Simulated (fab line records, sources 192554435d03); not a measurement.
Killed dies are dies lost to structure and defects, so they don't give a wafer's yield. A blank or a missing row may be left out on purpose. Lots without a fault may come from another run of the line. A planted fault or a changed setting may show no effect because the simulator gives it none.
Split-lot experiment | flow n5_finfet | 7 lots, 39 wafers read, on a route of 1938 steps

THE SPLIT
At N5_FIN_SAQP_SPACER1_ALD_24 (deposits SiO2, target thk 20.3 nm, pulse time 1 s, purge time 2 s), the setting ald_cycles was moved away from the recipe's 218 on 15 of the 39 wafers read, by -15.1% to +7.8%. The other wafers ran this setting at the recipe's value.

FROM THE SPLIT TO THE READING: what the file shows between them, 2 steps
- N5_FIN_SAQP_SPACER1_ETCHBACK_25: etches SiO2 in CHF3/O2, target depth 24.4 nm, time 12.2 s
- N5_FIN_SAQP_MANDREL1_REMOVE_56: chemistry HBr/Cl2/O2, target a-Si, stops on SiNx, bt time 10 s

THE READING
cd_nm, in nm, at N5_FIN_SAQP_CD_MEAS_27 (target cd 20 nm). Fault-free wafers of this fab line usually give 20.25 nm, standard deviation 0.25 nm.

wafer  | tool, chamber at the split | ald_cycles as run | against the recipe | cd_nm, nm | against lot-mates on the recipe
L074.1 | ald_sin-03, 2,3            | 235               | +7.8%              | 21.80     | +1.63
L074.2 | ald_sin-03, 1,3,1          | 218               | recipe             | 20.10     | -
L074.3 | ald_sin-03, 2,3            | 235               | +7.8%              | 22.05     | +1.88
L074.4 | ald_sin-03, 2              | 235               | +7.8%              | 21.74     | +1.57
L074.5 | ald_sin-03, 1,3,1          | 218               | recipe             | 20.02     | -
L074.6 | ald_sin-03, 1,3,1          | 218               | recipe             | 20.39     | -
L076.1 | ald_sin-03, 3,2            | 218               | recipe             | 20.66     | -
L076.2 | ald_sin-03, 3,2            | 218               | recipe             | 20.83     | -
L076.3 | ald_sin-03, 0              | 218               | recipe             | 20.61     | -
L076.4 | ald_sin-03, 1,3,0          | 203               | -6.9%              | 18.82     | -1.88
L076.5 | ald_sin-03, 1,3,0          | 203               | -6.9%              | 19.04     | -1.66
L076.6 | ald_sin-03, 1,3,0          | 203               | -6.9%              | 18.85     | -1.85
L077.1 | ald_sin-01, 3,0,2,1,3      | 218               | recipe             | 20.04     | -
L077.2 | ald_sin-01, 3,0,2,1,3      | 218               | recipe             | 19.93     | -
L077.3 | ald_sin-01, 3,0,2,1,3      | 218               | recipe             | 20.59     | -
L077.4 | ald_sin-01, 3,0,2,1,3      | 218               | recipe             | 20.26     | -
L077.5 | ald_sin-01, 3,0,2,1,3      | 218               | recipe             | 20.09     | -
L077.6 | ald_sin-01, 2              | 218               | recipe             | 20.44     | -
L082.1 | ald_sin-03, 1              | 218               | recipe             | 20.34     | -
L082.4 | ald_sin-03, 3              | 218               | recipe             | 20.38     | -
L082.5 | ald_sin-03, 1              | 218               | recipe             | 20.23     | -
L083.1 | ald_sin-02, 0              | 218               | recipe             | 20.34     | -
L083.2 | ald_sin-02, 1,3            | 218               | recipe             | 20.29     | -
L083.3 | ald_sin-02, 1,3            | 218               | recipe             | 20.14     | -
L083.4 | ald_sin-02, 2,3            | 201               | -7.8%              | 18.76     | -1.50
L083.5 | ald_sin-02, 2              | 201               | -7.8%              | 18.71     | -1.55
L083.6 | ald_sin-02, 2,3            | 201               | -7.8%              | 18.39     | -1.87
L085.1 | ald_sin-03, 2,0,1          | 218               | recipe             | 20.25     | -
L085.2 | ald_sin-03, 1              | 185               | -15.1%             | 17.52     | -2.81
L085.3 | ald_sin-03, 3,2            | 185               | -15.1%             | 17.69     | -2.64
L085.4 | ald_sin-03, 2,0,1          | 218               | recipe             | 20.18     | -
L085.5 | ald_sin-03, 2,0,1          | 218               | recipe             | 20.57     | -
L085.6 | ald_sin-03, 3,2            | 185               | -15.1%             | 17.11     | -3.22
L091.1 | ald_sin-03, 0,3            | 218               | recipe             | 19.86     | -
L091.2 | ald_sin-03, 2              | 206               | -5.5%              | 18.90     | -1.31
L091.3 | ald_sin-03, 1              | 218               | recipe             | 20.59     | -
L091.4 | ald_sin-03, 0,3            | 218               | recipe             | 20.17     | -
L091.5 | ald_sin-03, 3              | 206               | -5.5%              | 19.39     | -0.82
L091.6 | ald_sin-03, 2              | 206               | -5.5%              | 18.63     | -1.58
Where a row lists several chambers, the file gives one row for several wafers and doesn't say which wafer went through which chamber.

THE FIT
A straight line over all 39 wafers: cd_nm changes by +0.199 nm for each +1% of ald_cycles; r = +0.97; the points scatter about the line by 0.25 nm.
The same after taking each lot's own level away (the mean of its wafers on the recipe; 39 wafers): +0.207 nm for each +1%; r = +0.98; scatter 0.24 nm.
On that fit, the largest move of ald_cycles shifts the reading by 3.1 nm.
The lots' own levels span 20.170 to 20.700 nm, that is 2.1 times the standard deviation above.
So the lot-to-lot level changes the slope little: the two slopes agree.
Check: with one of the wafers moved furthest among these (-15.1%) left out of the fit, the line predicts -3.21 nm for it against its lot-mates. It came out at -2.81 nm against them.

OTHER SPLITS ON THESE WAFERS
These wafers also went through other splits before the reading. Each is held against what the fit with the lots' levels taken away leaves over:
other split on the same wafers | wafers away from the commonest value | r with cd_nm (lot level and that fit taken away)
N5_WELL_APT_EXPOSE_22 dose_mj  | 15                                   | -0.09

THE WHOLE CHAIN: every reading that the file lists as answering this split, in the file's order
step                           | what it does                                                      | reading                                                                                 | change (the file's fit)               | r (the file's)
N5_FIN_SAQP_SPACER1_ALD_24     | deposits SiO2, target thk 20.3 nm, pulse time 1 s, purge time 2 s | SiO2_of_FIN_SAQP_SPACER1_ALD_24.thk_nm (the simulator's own value, which no gauge read) | +0.206 nm for each +1% of the setting | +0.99
N5_FIN_SAQP_MANDREL1_REMOVE_56 | chemistry HBr/Cl2/O2, target a-Si, stops on SiNx, bt time 10 s    | FIN_SAQP.cd_nm (the simulator's own value, which no gauge read)                         | +0.204 nm for each +1% of the setting | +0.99
N5_FIN_SAQP_CD_MEAS_27         | target cd 20 nm                                                   | cd_nm                                                                                   | +0.208 nm for each +1% of the setting | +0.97

THE FILE'S OWN FIT
cd_nm changes by +0.208 nm for each +1% of ald_cycles, r = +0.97.
